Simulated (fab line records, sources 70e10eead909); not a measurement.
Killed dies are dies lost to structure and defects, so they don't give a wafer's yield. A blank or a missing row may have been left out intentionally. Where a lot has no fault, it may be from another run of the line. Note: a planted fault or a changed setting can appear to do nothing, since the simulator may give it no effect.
Which tool was responsible? / flow nandHarc / 18 wafers from 6 lots sampled at 4 of the route's 1302 steps

== WHAT THE GAUGES READ, wafer by wafer ==
NHARC_A_ONON_D1_THK_MEAS_02: measures by ellipsometry.
lot=L362; measured=day 8 02:27; on=filmMetro-02; thkNm (nm)=978 976 978
lot=L364; measured=day 9 03:07; on=filmMetro-01; thkNm (nm)=996 996 996
lot=L368; measured=day 10 14:35; on=filmMetro-01; thkNm (nm)=1014 1014 1014
lot=L378; measured=day 14 20:08; on=filmMetro-01; thkNm (nm)=997 998 999
lot=L380; measured=day 15 19:14; on=filmMetro-01; thkNm (nm)=1000 1001 1000
lot=L383; measured=day 17 02:45; on=filmMetro-01; thkNm (nm)=997 995 997

== TOOL THAT RAN EACH LOT (tool first, then ch and the chambers of the sampled wafers, then the start) ==
lot=L362; NHARC_P_BONDPAD_PVD_17=pvdSputter-01, day 7 02:01 or earlier; NHARC_P_BONDPAD_ANNEAL_28=rtpAnneal-01 ch 0, day 7 02:01; NHARC_A_ONON_D1_DEP_00=pecvdOnon-02 ch 0, day 8 01:56
lot=L364; NHARC_P_BONDPAD_PVD_17=pvdSputter-01, day 8 02:19 or earlier; NHARC_P_BONDPAD_ANNEAL_28=rtpAnneal-01 ch 0, day 8 02:19; NHARC_A_ONON_D1_DEP_00=pecvdOnon-01 ch 0, day 9 02:46
lot=L368; NHARC_P_BONDPAD_PVD_17=pvdSputter-03, day 9 13:44 or earlier; NHARC_P_BONDPAD_ANNEAL_28=rtpAnneal-02 ch 0, day 9 13:44; NHARC_A_ONON_D1_DEP_00=pecvdOnon-01 ch 0, day 10 14:07
lot=L378; NHARC_P_BONDPAD_PVD_17=pvdSputter-01, day 13 16:25 or earlier; NHARC_P_BONDPAD_ANNEAL_28=rtpAnneal-02 ch 0, day 13 16:25; NHARC_A_ONON_D1_DEP_00=pecvdOnon-01 ch 0, day 14 19:37
lot=L380; NHARC_P_BONDPAD_PVD_17=pvdSputter-02, day 14 18:12 or earlier; NHARC_P_BONDPAD_ANNEAL_28=rtpAnneal-01 ch 0, day 14 18:12; NHARC_A_ONON_D1_DEP_00=pecvdOnon-02 ch 0, day 15 18:44
lot=L383; NHARC_P_BONDPAD_PVD_17=pvdSputter-01, day 15 23:23 or earlier; NHARC_P_BONDPAD_ANNEAL_28=rtpAnneal-01 ch 0, day 15 23:23; NHARC_A_ONON_D1_DEP_00=pecvdOnon-02 ch 0, day 17 02:18
- NHARC_P_BONDPAD_PVD_17: deposits TaN, target thk 5 nm, time 8.06 s.
- NHARC_P_BONDPAD_ANNEAL_28: time 90 s.
- NHARC_A_ONON_D1_DEP_00: target thk 1000 nm.

== THE ANSWER, worked out from the rows above alone ==
Rule: usual is defined by the lots themselves. Put in order of their means at a reading, lots are off if they are a third of the lots or fewer, leave a main group of 4 or more, and stand apart from it by a gap of 3 or more times the standard deviation of the main group's means; of several such gaps the widest counts. The tables above print the reading to a certain number of digits; a main group whose means all agree to those digits is not used. A lot without any number at a reading at which 4 lots or more have one is off too. All remaining lots with rows at the step are treated as sound.
Nothing can be told from this: no lot is off at any reading shown.

== WHAT THE SIMULATOR PUT IN ==
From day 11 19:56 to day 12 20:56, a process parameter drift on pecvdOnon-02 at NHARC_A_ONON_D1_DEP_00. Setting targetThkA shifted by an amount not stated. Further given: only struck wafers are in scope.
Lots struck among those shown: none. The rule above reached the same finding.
